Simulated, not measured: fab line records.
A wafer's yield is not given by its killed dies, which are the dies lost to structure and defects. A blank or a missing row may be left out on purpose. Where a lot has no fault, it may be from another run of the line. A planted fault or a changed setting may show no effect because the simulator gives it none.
fab line records	flow nand-harc
record: lots: 7	wafers: 21	last-day: 23
route steps=1159 shown A_CONTACT@889 END@1159
lots that met no fault: from a run of the same line without faults
start-h: hours from the record's opening day to when the first of the lot's shown wafers began	wait-h: hours since the lot's step before	" the same as in the row above	L1.1+2: one row covering several wafers at once	- no value present, or no start provided	* or withheld: withheld	< > ~ a bound
route shown NAME@n: names a module that has steps shown in the file, with the first one's number in the route	usual: mean/standard deviation of fault-free wafers	same: alike in all rows	chamber/n: place in a boat	sites: each site's reading	_std_site: the values' standard deviation	_edge_site: inner sites' mean taken away from outer sites' mean	radius-mm: for every site, how far away it sits from the centre of the wafer	mask NAME#n: copy n	behind: the tool/chamber that last shaped the wafer	hold: what put the lot on hold/how long, in hours/how the hold closed	device: which transistor (n, p or np) failed to switch	end of line: tests of these same wafers at the route's end	where a step has no rows: the recipe by itself	killed: count of dies lost to structure and defects at first sort (not the wafer's yield)	map: a wafer's dies, marking killed ones x, the rest . and places with no die _
set.NAME: the run value of the setting; set.NAME@STEP: its run value at that earlier step	model.NAME: the simulator's own value behind a step, which no gauge read
a table for each step, a row for each wafer; lots at some steps of the route
services: from which hour (start-h, from the record's first day; less than 0 if before it) a tool's chamber was out of use, for how many hours, and why
== steps ==
step: NHARC_A_CONTACT_COAT_62
recipe: temp-c: 225	time-s: 65
step: NHARC_A_CONTACT_COAT_63
recipe: spin-rpm: 1500	resist-thk-nm: 90
step: NHARC_A_CONTACT_SOFTBAKE_64
recipe: temp-c: 105	time-s: 55
step: NHARC_A_CONTACT_EBR_65
step: NHARC_A_CONTACT_EXPOSE_66
recipe: na: 1.35	sigma-outer: 0.8	dose-mj: 59.02	mask-id: A_CC_2
step: NHARC_A_CONTACT_PEB_67
recipe: peb-temp-c: 100	peb-time-s: 65
step: NHARC_A_CONTACT_DEVELOP_68
recipe: develop-time-s: 35	dev-temp-c: 23
step: NHARC_A_CONTACT_CD_MEAS_69
recipe: target-cd-nm: 200	landing-energy-ev: 500
usual: cd-nm: 200.1/0.62
lot.wafer	tool	chamber	start-h	wait-h	cd-nm
L428.2	cd-sem-01	0	386.61	-	200.2
L428.3	"	0	"	"	200.3
L428.5	"	0	"	"	200.4
L427.1	cd-sem-01	0	386.98	-	200.5
L427.2	"	0	"	"	200.6
L427.3	"	0	"	"	199.6
L432.1	cd-sem-03	0	415.44	-	200.4
L432.3	"	0	"	"	199.8
L432.6	"	0	"	"	200.0
L433.1	cd-sem-02	0	417.17	-	200.5
L433.2	"	0	"	"	200.6
L433.4	"	0	"	"	201.2
L436.1	cd-sem-02	0	427.58	-	199.1
L436.5	"	0	"	"	200.1
L436.6	"	0	"	"	199.9
L442.2	cd-sem-02	0	474.19	-	201.1
L442.5	"	0	"	"	200.7
L442.6	"	0	"	"	200.6
L443.3	cd-sem-02	0	486.21	-	201.0
L443.4	"	0	"	"	200.4
L443.6	"	0	"	"	199.4
step: NHARC_A_CONTACT_OVL_MEAS_70
usual: overlay-x-nm: 0.1/1	overlay-y-nm: -0.2/1
lot.wafer	tool	chamber	start-h	wait-h	overlay-x-nm	overlay-y-nm
L428.2	overlay-01	-	386.69	-	1.3	-0.1
L428.3	"	-	"	"	0.7	0.0
L428.5	"	-	"	"	0.7	0.4
L427.1	overlay-02	-	387.07	-	-1.2	-0.2
L427.2	"	-	"	"	-1.9	-0.4
L427.3	"	-	"	"	-0.9	-0.8
L432.1	overlay-01	-	415.53	-	0.6	0.6
L432.3	"	-	"	"	0.5	-0.2
L432.6	"	-	"	"	0.7	0.1
L433.1	overlay-02	-	417.27	-	-2.5	0.0
L433.2	"	-	"	"	-2.5	0.0
L433.4	"	-	"	"	-2.8	0.2
L436.1	overlay-02	-	427.66	-	0.5	1.1
L436.5	"	-	"	"	0.5	0.5
L436.6	"	-	"	"	0.1	1.3
L442.2	overlay-01	-	474.28	-	-0.7	-2.2
L442.5	"	-	"	"	-1.0	-2.5
L442.6	"	-	"	"	-0.3	-2.2
L443.3	overlay-02	-	486.29	-	0.4	1.2
L443.4	"	-	"	"	1.4	1.0
L443.6	"	-	"	"	0.6	0.5
step: NHARC_A_CONTACT_INSPECT_71
usual: raw-defect-count: 28/16
lot.wafer	tool	chamber	start-h	wait-h	raw-defect-count
L428.2	defect-inspect-02	-	386.73	0.0	33
L428.3	"	-	"	"	31
L428.5	"	-	"	"	26
L427.1	defect-inspect-01	-	387.10	0.0	17
L427.2	"	-	"	"	13
L427.3	"	-	"	"	18
L432.1	defect-inspect-01	-	415.57	0.0	26
L432.3	"	-	"	"	28
L432.6	"	-	"	"	26
L433.1	defect-inspect-01	-	417.31	0.0	26
L433.2	"	-	"	"	25
L433.4	"	-	"	"	22
L436.1	defect-inspect-01	-	427.70	0.0	27
L436.5	"	-	"	"	28
L436.6	"	-	"	"	26
L442.2	defect-inspect-02	-	474.32	0.0	50
L442.5	"	-	"	"	49
L442.6	"	-	"	"	57
L443.3	defect-inspect-02	-	486.33	0.0	55
L443.4	"	-	"	"	44
L443.6	"	-	"	"	54
step: NHARC_A_CONTACT_DESCUM_74
recipe: time-s: 3	o2-flow-sccm: 200	ar-flow-sccm: 0	bias-power-w: 0	chemistry: O2
usual: drypump-motor-current-A: 5.8/0.52	mfc-ar-sccm: 0.0007/0.0017	oes-product-au: 0.999/0.0089	rf-vpp-V: 57.8/0.89	showerhead-plenum-p-Torr: 1.90/0.077	throttle-valve-pct: 11.312/0.0092
lot.wafer	tool	chamber	start-h	wait-h	drypump-motor-current-A	mfc-ar-sccm	oes-product-au	rf-hours-counter-h	rf-vpp-V	showerhead-plenum-p-Torr	throttle-valve-pct
L428.2	rie-diel-08	1	386.79	0.1	6.5	0	0.995	17	56.2	1.85	11.305
L428.3	"	2	"	"	6.0	0	0.999	16	59.2	1.90	11.318
L428.5	"	1	"	"	6.5	0	0.992	-	57.8	1.85	11.326
L427.1	rie-diel-05	1	387.16	0.1	6.1	0.0061	1.000	16	58.0	1.91	11.315
L427.2	"	2	"	"	6.3	0.0018	1.003	13	59.2	2.05	11.314
L427.3	"	3	"	"	5.0	0.0009	1.004	14	57.3	1.98	11.314
L432.3	rie-diel-08	1	415.63	0.1	6.6	0	1.002	24	57.8	1.85	11.306
L432.1	"	3	"	"	5.2	0	0.989	22	56.9	1.81	11.324
L432.6	"	1	"	"	6.5	0	1.008	-	56.7	1.85	11.330
L433.1	rie-diel-08	2	417.37	0.1	6.0	0	1.007	23	57.3	1.89	11.307
L433.2	"	3	"	"	5.2	0	0.990	22	56.7	1.81	11.302
L433.4	"	0	"	"	5.6	0	1.008	24	59.6	1.92	11.298
L436.1	rie-diel-07	2	427.79	0.1	4.9	0	1.005	6	58.3	1.89	11.308
L436.6	"	3	"	"	5.7	0	0.999	-	57.6	2.05	11.297
L436.5	"	0	"	"	5.3	0	0.988	-	57.6	1.86	11.329
L442.2	rie-diel-08	0	474.40	0.1	5.5	0	0.999	34	55.8	1.92	11.306
L442.6	"	1	"	"	6.5	0	0.995	-	57.4	1.84	11.308
L442.5	"	2	"	"	6.1	0	1.013	-	58.0	1.89	11.321
L443.3	rie-diel-05	0	486.39	0.1	5.3	0	1.007	54	58.7	2.02	11.318
L443.4	"	2	"	"	6.3	0.0018	1.000	51	58.9	2.04	11.321
L443.6	"	1	"	"	6.1	0.0061	1.003	-	55.8	1.90	11.317
step: NHARC_A_CONTACT_ETCH_75
recipe: target-depth-a: 390	over-etch-frac: 0.3	time-s: 65	ion-energy-ev: 80	cf4-flow-sccm: 150	ar-flow-sccm: 0	rf-w: 300	bias-w: 100	chemistry: CF4
usual: bias-w: 100.0/0.31	cf4-flow-sccm: 149.9/0.44	drypump-motor-current-A: 5.7/0.51	mfc-ar-sccm: 0.0007/0.0017	oes-product-au: 0.999/0.0087	rf-fwd-power-W: 297.9/1.1	rf-vpp-V: 151.2/1.2	showerhead-plenum-p-Torr: 1.76/0.067	throttle-valve-pct: 13.283/0.0095
lot.wafer	tool	chamber	start-h	wait-h	bias-w	cf4-flow-sccm	drypump-motor-current-A	mfc-ar-sccm	oes-product-au	rf-fwd-power-W	rf-hours-counter-h	rf-vpp-V	showerhead-plenum-p-Torr	throttle-valve-pct
L428.3	rie-diel-08	3	386.88	0.1	100.0	149.9	5.2	0	0.996	297.8	15	150.7	1.68	13.303
L428.2	"	1	"	"	100.0	149.3	6.5	0	0.998	298.6	17	151.1	1.71	13.275
L428.5	"	3	"	"	100.0	149.5	5.2	0	0.990	299.0	-	151.0	1.68	13.300
L427.1	rie-diel-05	0	387.25	0.1	100.2	150.6	5.3	0	1.000	299.2	16	153.9	1.87	13.285
L427.3	"	2	"	"	100.0	150.4	6.3	0.0018	1.008	298.4	13	153.0	1.89	13.283
L427.2	"	3	"	"	99.9	150.3	5.0	0.0009	0.995	297.0	14	153.3	1.82	13.270
L432.1	rie-diel-08	2	415.73	0.1	100.0	150.2	6.1	0	1.005	297.9	22	149.9	1.75	13.284
L432.3	"	0	"	"	99.8	149.6	5.6	0	1.010	297.6	24	151.4	1.77	13.287
L432.6	"	2	"	"	100.2	150.0	6.1	0	1.002	296.9	-	151.1	1.75	13.287
L433.2	rie-diel-08	0	417.46	0.1	99.9	149.7	5.6	0	1.006	296.4	24	151.0	1.77	13.279
L433.4	"	2	"	"	100.1	148.8	6.0	0	1.000	297.2	23	151.7	1.75	13.282
L433.1	"	3	"	"	99.8	149.6	5.2	0	0.986	297.1	22	150.6	1.68	13.274
L436.1	rie-diel-07	0	427.86	0.1	100.4	149.7	5.3	0	0.986	297.2	4	151.1	1.72	13.290
L436.5	"	2	"	"	99.9	150.0	4.8	0	1.001	296.4	-	149.9	1.75	13.308
L436.6	"	3	"	"	99.9	150.1	5.7	0	0.989	295.3	-	152.9	1.89	13.279
L442.2	rie-diel-08	0	474.48	0.1	100.1	149.9	5.6	0	1.007	298.4	34	151.0	1.77	13.288
L442.5	"	2	"	"	100.5	150.6	6.0	0	0.997	297.3	-	150.1	1.75	13.277
L442.6	"	3	"	"	100.2	150.8	5.2	0	1.001	299.6	-	149.7	1.67	13.284
L443.4	rie-diel-05	1	486.52	0.1	100.6	149.8	6.1	0.0061	1.012	298.9	53	150.1	1.76	13.277
L443.3	"	0	"	"	99.3	150.1	5.3	0	1.010	297.2	54	152.2	1.86	13.278
L443.6	"	1	"	"	100.0	150.1	6.1	0.0061	1.005	297.6	-	153.5	1.76	13.287
step: NHARC_A_CONTACT_ETCH_76
recipe: target-depth-a: 2600	over-etch-frac: 0.3	time-s: 475.3	ion-energy-ev: 200	n2-flow-sccm: 150	h2-flow-sccm: 150	ar-flow-sccm: 0	rf-w: 400	bias-w: 150	chemistry: N2/H2
usual: bias-w: 150.0/0.41	chamber-pressure-mTorr: 29.998/0.03	drypump-motor-current-A: 5.7/0.54	h2-flow-sccm: 150.0/0.48	mfc-ar-sccm: 0.0006/0.0014	oes-product-au: 1.000/0.01	rf-fwd-power-W: 399.6/1.3	rf-vpp-V: 430.2/2.5	showerhead-plenum-p-Torr: 2.03/0.085	throttle-valve-pct: 14.171/0.0088
lot.wafer	tool	chamber	start-h	wait-h	bias-w	chamber-pressure-mTorr	drypump-motor-current-A	h2-flow-sccm	mfc-ar-sccm	oes-product-au	rf-fwd-power-W	rf-hours-counter-h	rf-vpp-V	showerhead-plenum-p-Torr	throttle-valve-pct
L428.2	rie-diel-08	3	386.97	-	149.8	30.042	5.2	149.5	0	1.001	400.8	15	425.0	1.93	14.174
L428.3	"	2	"	"	150.1	30.040	6.0	149.7	0	0.996	401.1	16	429.8	2.02	14.184
L428.5	"	3	"	"	150.1	29.990	5.2	150.1	0	0.996	399.2	-	428.8	1.93	14.178
L427.2	rie-diel-05	3	387.40	-	150.0	30.016	5.0	149.5	0.0009	0.993	399.5	14	433.7	2.11	14.166
L427.1	"	1	"	"	150.0	29.963	6.1	150.1	0.0061	0.992	399.5	16	429.6	2.04	14.160
L427.3	"	2	"	"	149.3	29.988	6.3	150.0	0.0018	1.006	397.8	14	434.8	2.19	14.148
L432.3	rie-diel-08	3	415.85	-	-	-	-	-	-	-	-	-	-	-	-
L432.1	"	1	"	"	-	-	-	-	-	-	-	-	-	-	-
L432.6	"	3	"	"	-	-	-	-	-	-	-	-	-	-	-
L433.4	rie-diel-08	3	417.58	-	-	-	-	-	-	-	-	-	-	-	-
L433.1	"	0	"	"	-	-	-	-	-	-	-	-	-	-	-
L433.2	"	1	"	"	-	-	-	-	-	-	-	-	-	-	-
L436.1	rie-diel-07	3	428.01	-	-	-	-	-	-	-	-	-	-	-	-
L436.5	"	1	"	"	-	-	-	-	-	-	-	-	-	-	-
L436.6	"	2	"	"	-	-	-	-	-	-	-	-	-	-	-
L442.2	rie-diel-08	3	474.59	-	149.3	29.980	5.2	149.1	0	1.000	399.0	32	428.4	1.92	14.166
L442.6	"	2	"	"	150.2	29.997	6.0	150.6	0	1.002	400.2	-	429.2	2.01	14.174
L442.5	"	3	"	"	149.7	29.989	5.2	149.7	0	1.007	400.8	-	427.4	1.92	14.187
L443.4	rie-diel-05	3	486.73	-	149.9	29.958	5.0	149.5	0.0009	1.010	399.8	54	431.7	2.09	14.177
L443.3	"	0	"	"	150.2	30.001	5.3	150.1	0	1.003	399.6	55	432.1	2.15	14.160
L443.6	"	3	"	"	150.4	29.978	5.0	149.5	0.0009	1.000	399.4	-	430.9	2.09	14.180
step: NHARC_A_CONTACT_ETCH_77
recipe: target-depth-a: 726	time-s: 36.3	cf4-flow-sccm: 100	chf3-flow-sccm: 30	ar-flow-sccm: 0	rf-w: 500	bias-w: 200	chemistry: CF4/CHF3
usual: bias-w: 200.0/0.66	cf4-flow-sccm: 99.96/0.28	chf3-flow-sccm: 30.00/0.091	drypump-motor-current-A: 5.8/0.52	mfc-ar-sccm: 0.0007/0.0016	oes-product-au: 0.937/0.02	rf-fwd-power-W: 494.6/2.1	rf-vpp-V: 370.4/2.3	showerhead-plenum-p-Torr: 1.57/0.06	throttle-valve-pct: 16.802/0.0093
lot.wafer	tool	chamber	start-h	wait-h	bias-w	cf4-flow-sccm	chf3-flow-sccm	drypump-motor-current-A	mfc-ar-sccm	oes-product-au	rf-fwd-power-W	rf-hours-counter-h	rf-vpp-V	showerhead-plenum-p-Torr	throttle-valve-pct
L428.2	rie-diel-08	3	-	-	199.9	100.21	29.94	5.2	0	0.915	494.4	15	368.1	1.49	16.806
L428.3	"	1	"	"	199.4	99.85	30.07	6.6	0	0.923	496.9	17	369.1	1.52	16.797
L428.5	"	3	"	"	199.5	99.78	29.90	5.3	0	0.919	495.1	-	367.8	1.49	16.792
L427.1	rie-diel-05	1	-	-	198.8	100.60	29.99	6.1	0.0061	0.961	493.9	16	372.2	1.57	16.802
L427.3	"	2	"	"	200.2	99.75	30.14	6.3	0.0018	0.969	493.0	14	374.8	1.68	16.808
L427.2	"	3	"	"	199.7	100.40	30.17	5.0	0.0009	0.973	491.5	14	372.4	1.62	16.813
L432.1	rie-diel-08	2	-	-	199.5	100.33	29.87	6.0	0	0.951	494.6	23	370.4	1.56	16.810
L432.3	"	3	"	"	199.8	100.38	29.84	5.2	0	0.937	497.1	22	368.1	1.49	16.786
L432.6	"	0	"	"	199.9	100.20	30.01	5.6	0	0.975	494.7	-	370.7	1.58	16.796
L433.1	rie-diel-08	1	-	-	199.7	99.64	30.02	6.5	0	0.935	494.2	25	370.2	1.52	16.803
L433.4	"	2	"	"	199.3	99.96	30.06	6.0	0	0.924	491.8	23	370.3	1.56	16.806
L433.2	"	3	"	"	200.4	99.94	29.93	5.2	0	0.913	495.0	23	367.3	1.49	16.810
L436.1	rie-diel-07	0	-	-	199.9	100.16	29.89	5.3	0	0.929	490.3	4	369.0	1.53	16.805
L436.5	"	0	"	"	200.3	99.70	30.06	5.3	0	0.927	488.6	-	367.7	1.53	16.815
L436.6	"	1	"	"	200.3	100.11	30.03	6.1	0	0.924	496.5	-	366.3	1.47	16.800
L442.2	rie-diel-08	1	-	-	199.9	99.75	30.05	6.5	0	0.926	496.1	34	368.8	1.52	16.798
L442.5	"	0	"	"	199.6	99.91	30.07	5.6	0	0.933	493.5	-	370.4	1.58	16.803
L442.6	"	1	"	"	200.3	99.48	29.91	6.5	0	0.924	494.6	-	368.9	1.52	16.814
L443.4	rie-diel-05	0	-	-	198.8	99.52	30.03	5.3	0	0.937	494.7	55	373.7	1.65	16.795
L443.3	"	3	"	"	200.1	100.23	29.99	5.0	0.0009	0.928	490.0	54	372.1	1.61	16.820
L443.6	"	1	"	"	200.8	99.71	29.92	6.1	0.0061	0.937	493.3	-	372.5	1.56	16.788
step: NHARC_END_SORT_01
recipe: temp-c: 25
usual: killed-at-array: 27/12	killed-at-other: 0.8/1	killed-at-periphery: 4.0/2.5	killed-dies: 32/11	killed-open: 3.3/1.8	killed-short: 2.0/1.5
same: gross-dies: 677
lot.wafer	tool	chamber	start-h	wait-h	killed-at-array	killed-at-other	killed-at-periphery	killed-dies	killed-open	killed-short
L432.1	prober-01	0	472.13	2.5	670	5	2	677	4	2
L432.3	prober-01	0	473.74	3.1	667	3	7	677	4	1
L432.6	prober-01	0	476.14	4.0	671	2	4	677	3	3
L433.1	prober-02	0	476.32	2.5	672	3	2	677	0	2
L433.2	prober-02	0	477.13	2.8	672	4	1	677	3	2
L433.4	prober-02	0	478.75	3.4	675	2	0	677	0	1
L436.1	prober-01	0	488.63	2.5	669	0	8	677	4	0
L436.5	prober-01	0	491.89	3.8	675	0	2	677	1	4
L436.6	prober-01	0	492.70	4.1	671	1	5	677	3	1
L443.3	prober-01	0	553.35	3.1	39	0	2	41	5	0
L443.4	prober-01	0	554.15	3.4	39	0	1	40	0	1
L443.6	prober-01	0	555.76	4.0	47	0	2	49	1	1
killed by level:class
L432.1 A_CONTACT:area-etch=647 A_CHANNEL_HOLE_D1:chamber-film-flake=13 THIN_TSV:chamber-film-flake=5 A_STAIRCASE:chamber-film-flake=3 P_M0:geometric-particle:open=2 A_CONTACT:chamber-film-flake=2 A_SGD_CUT:geometric-particle:short=1 A_CONTACT:geometric-particle:open=1
L432.3 A_CONTACT:area-etch=638 A_CHANNEL_HOLE_D1:chamber-film-flake=12 A_STAIRCASE:chamber-film-flake=8 A_CONTACT:chamber-film-flake=5 P_GATE:chamber-film-flake=4 THIN_TSV:chamber-film-flake=3 A_CONTACT:geometric-particle:open=2 P_CONTACT:geometric-particle:open=1
L432.6 A_CONTACT:area-etch=641 A_CHANNEL_HOLE_D1:chamber-film-flake=14 A_STAIRCASE:chamber-film-flake=7 A_CONTACT:chamber-film-flake=4 A_M0:geometric-particle:short=2 P_GATE:chamber-film-flake=2 THIN_TSV:chamber-film-flake=2 P_CONTACT:geometric-particle:open=1
L433.1 A_CONTACT:area-etch=645 A_SLIT:chamber-film-flake=11 A_STAIRCASE:chamber-film-flake=8 A_CHANNEL_HOLE_D1:chamber-film-flake=4 THIN_TSV:chamber-film-flake=3 P_GATE:chamber-film-flake=2 A_M1:chamber-film-flake=2 A_ONON_D1:geometric-particle:short=1
L433.2 A_CONTACT:area-etch=642 A_SLIT:chamber-film-flake=11 A_STAIRCASE:chamber-film-flake=7 A_CHANNEL_HOLE_D1:chamber-film-flake=4 THIN_TSV:chamber-film-flake=3 A_M1:chamber-film-flake=2 A_ONON_D1:geometric-particle:open=1 A_CHANNEL_FILL_D1:geometric-particle:short=1
L433.4 A_CONTACT:area-etch=656 A_SLIT:chamber-film-flake=9 A_STAIRCASE:chamber-film-flake=4 A_CHANNEL_HOLE_D1:chamber-film-flake=2 A_M1:chamber-film-flake=2 THIN_TSV:chamber-film-flake=2 A_CONTACT:geometric-particle:short=1 A_CHANNEL_FILL_D1:chamber-film-flake=1
L436.1 A_CONTACT:area-etch=643 A_CHANNEL_HOLE_D1:chamber-film-flake=18 P_M2:chamber-film-flake=5 P_CONTACT:geometric-particle:open=1 P_STI:chamber-film-flake=1 A_CONTACT:geometric-particle:open=1 A_M0:geometric-particle:open=1 A_M1:geometric-particle:open=1
L436.5 A_CONTACT:area-etch=647 A_CHANNEL_HOLE_D1:chamber-film-flake=21 A_ONON_D1:geometric-particle:short=2 A_CHANNEL_FILL_D1:geometric-particle:short=1 A_BLC:geometric-particle:open=1 A_BLC:geometric-particle:short=1 P_STI:chamber-film-flake=1 P_M2:chamber-film-flake=1
L436.6 A_CONTACT:area-etch=651 A_CHANNEL_HOLE_D1:chamber-film-flake=18 P_M2:chamber-film-flake=2 P_GATE:geometric-particle:open=1 P_M0:geometric-particle:open=1 A_CONTACT:geometric-particle:open=1 P_GATE:chamber-film-flake=1 STARTING-WAFER:geometric-particle:short=1
L443.3 A_CHANNEL_HOLE_D1:chamber-film-flake=18 A_SLIT:chamber-film-flake=12 A_STAIRCASE:chamber-film-flake=3 A_STAIRCASE:geometric-particle:open=1 A_WL_FILL:geometric-particle:open=1 A_CONTACT:geometric-particle:open=1 A_BLC:geometric-particle:open=1 A_M0:geometric-particle:open=1
L443.4 A_SLIT:chamber-film-flake=15 A_CHANNEL_HOLE_D1:chamber-film-flake=12 A_CONTACT:chamber-film-flake=6 A_STAIRCASE:chamber-film-flake=3 A_CONTACT:geometric-particle:short=1 P_M0:chamber-film-flake=1 A_WL_FILL:chamber-film-flake=1 A_BLC:chamber-film-flake=1
L443.6 A_CHANNEL_HOLE_D1:chamber-film-flake=20 A_SLIT:chamber-film-flake=16 A_STAIRCASE:chamber-film-flake=5 A_CONTACT:chamber-film-flake=4 P_M0:geometric-particle:open=1 A_M0:geometric-particle:short=1 P_STI:chamber-film-flake=1 A_BLC:chamber-film-flake=1
map L432.1 (x killed, . not)
____________x____________
_________xxxxxxx_________
_______xxxxxxxxxxx_______
______xxxxxxxxxxxxx______
_____xxxxxxxxxxxxxxx_____
____xxxxxxxxxxxxxxxxx____
____xxxxxxxxxxxxxxxxx____
___xxxxxxxxxxxxxxxxxxx___
___xxxxxxxxxxxxxxxxxxx___
__xxxxxxxxxxxxxxxxxxxxx__
__xxxxxxxxxxxxxxxxxxxxx__
_xxxxxxxxxxxxxxxxxxxxxxx_
_xxxxxxxxxxxxxxxxxxxxxxx_
_xxxxxxxxxxxxxxxxxxxxxxx_
_xxxxxxxxxxxxxxxxxxxxxxx_
_xxxxxxxxxxxxxxxxxxxxxxx_
xxxxxxxxxxxxxxxxxxxxxxxxx
xxxxxxxxxxxxxxxxxxxxxxxxx
xxxxxxxxxxxxxxxxxxxxxxxxx
xxxxxxxxxxxxxxxxxxxxxxxxx
xxxxxxxxxxxxxxxxxxxxxxxxx
_xxxxxxxxxxxxxxxxxxxxxxx_
_xxxxxxxxxxxxxxxxxxxxxxx_
_xxxxxxxxxxxxxxxxxxxxxxx_
_xxxxxxxxxxxxxxxxxxxxxxx_
_xxxxxxxxxxxxxxxxxxxxxxx_
__xxxxxxxxxxxxxxxxxxxxx__
__xxxxxxxxxxxxxxxxxxxxx__
___xxxxxxxxxxxxxxxxxxx___
___xxxxxxxxxxxxxxxxxxx___
____xxxxxxxxxxxxxxxxx____
____xxxxxxxxxxxxxxxxx____
_____xxxxxxxxxxxxxxx_____
______xxxxxxxxxxxxx______
_______xxxxxxxxxxx_______
_________xxxxxxx_________
____________x____________
map L433.1 (x killed, . not)
____________x____________
_________xxxxxxx_________
_______xxxxxxxxxxx_______
______xxxxxxxxxxxxx______
_____xxxxxxxxxxxxxxx_____
____xxxxxxxxxxxxxxxxx____
____xxxxxxxxxxxxxxxxx____
___xxxxxxxxxxxxxxxxxxx___
___xxxxxxxxxxxxxxxxxxx___
__xxxxxxxxxxxxxxxxxxxxx__
__xxxxxxxxxxxxxxxxxxxxx__
_xxxxxxxxxxxxxxxxxxxxxxx_
_xxxxxxxxxxxxxxxxxxxxxxx_
_xxxxxxxxxxxxxxxxxxxxxxx_
_xxxxxxxxxxxxxxxxxxxxxxx_
_xxxxxxxxxxxxxxxxxxxxxxx_
xxxxxxxxxxxxxxxxxxxxxxxxx
xxxxxxxxxxxxxxxxxxxxxxxxx
xxxxxxxxxxxxxxxxxxxxxxxxx
xxxxxxxxxxxxxxxxxxxxxxxxx
xxxxxxxxxxxxxxxxxxxxxxxxx
_xxxxxxxxxxxxxxxxxxxxxxx_
_xxxxxxxxxxxxxxxxxxxxxxx_
_xxxxxxxxxxxxxxxxxxxxxxx_
_xxxxxxxxxxxxxxxxxxxxxxx_
_xxxxxxxxxxxxxxxxxxxxxxx_
__xxxxxxxxxxxxxxxxxxxxx__
__xxxxxxxxxxxxxxxxxxxxx__
___xxxxxxxxxxxxxxxxxxx___
___xxxxxxxxxxxxxxxxxxx___
____xxxxxxxxxxxxxxxxx____
____xxxxxxxxxxxxxxxxx____
_____xxxxxxxxxxxxxxx_____
______xxxxxxxxxxxxx______
_______xxxxxxxxxxx_______
_________xxxxxxx_________
____________x____________
== services ==
tool	chamber	start-h	hours	kind
rie-diel-08	3	375.86	2.3	repair
rie-diel-08	0	384.60	-	clean
rie-diel-08	1	384.60	-	clean
rie-diel-08	2	384.60	-	clean
rie-diel-08	3	384.60	-	clean
rie-diel-05	0	394.89	4.7	repair
rie-diel-07	3	395.32	2.2	repair
rie-diel-07	-	405.70	9.0	pm
rie-diel-08	0	409.17	-	clean
rie-diel-08	1	409.17	-	clean
rie-diel-08	2	409.17	-	clean
rie-diel-08	3	409.17	-	clean
rie-diel-08	0	433.67	-	clean
rie-diel-08	1	433.67	-	clean
rie-diel-08	2	433.67	-	clean
rie-diel-08	3	433.67	-	clean
rie-diel-08	0	458.17	-	clean
rie-diel-08	1	458.17	-	clean
rie-diel-08	2	458.17	-	clean
rie-diel-08	3	458.17	-	clean
rie-diel-07	-	477.77	0.5	repair
rie-diel-08	-	478.80	9.0	pm
rie-diel-08	0	478.80	9.0	vent-cycle
rie-diel-08	1	478.80	9.0	vent-cycle
== key ==
first-sign: step: NHARC_A_CONTACT_ETCH_76	reading: tool-record	direction: missing
effect: step: NHARC_END_SORT_01	reading: killed-dies	direction: up	sigmas: 58	usual: 32	struck: 677
more-kills-born-at: NHARC_A_CONTACT_ETCH_76@rie-diel-08: 3869	NHARC_A_CONTACT_ETCH_76@rie-diel-07: 1941
met-at NHARC_A_CONTACT_ETCH_76
struck-wafers L432.1,L432.3,L432.6,L433.1,L433.2,L433.4,L436.1,L436.5,L436.6
later-rows-left-out L432.1,L432.3,L432.6,L433.1,L433.2,L433.4,L436.1,L436.5,L436.6
tester-left-out L432,L433,L436
onset-between 386.97 415.85
fault: kind: skipped-step-whole	tool: rie-diel-07,rie-diel-08	chamber: -	onset-h: 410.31	steps: NHARC_A_CONTACT_ETCH_76	scope: struck-lots-only
tester-left-out: of these lots the tester's yield and bins aren't shown, on N5 and GAA mostly nor the transistor test; their killed dies are dies lost to structure and defects alone, not to doping, threshold or leakage, so they don't give the yield
later-rows-left-out: the simulator's readings of these wafers behind a module that went badly wrong aren't trusted and aren't shown, but for the sort
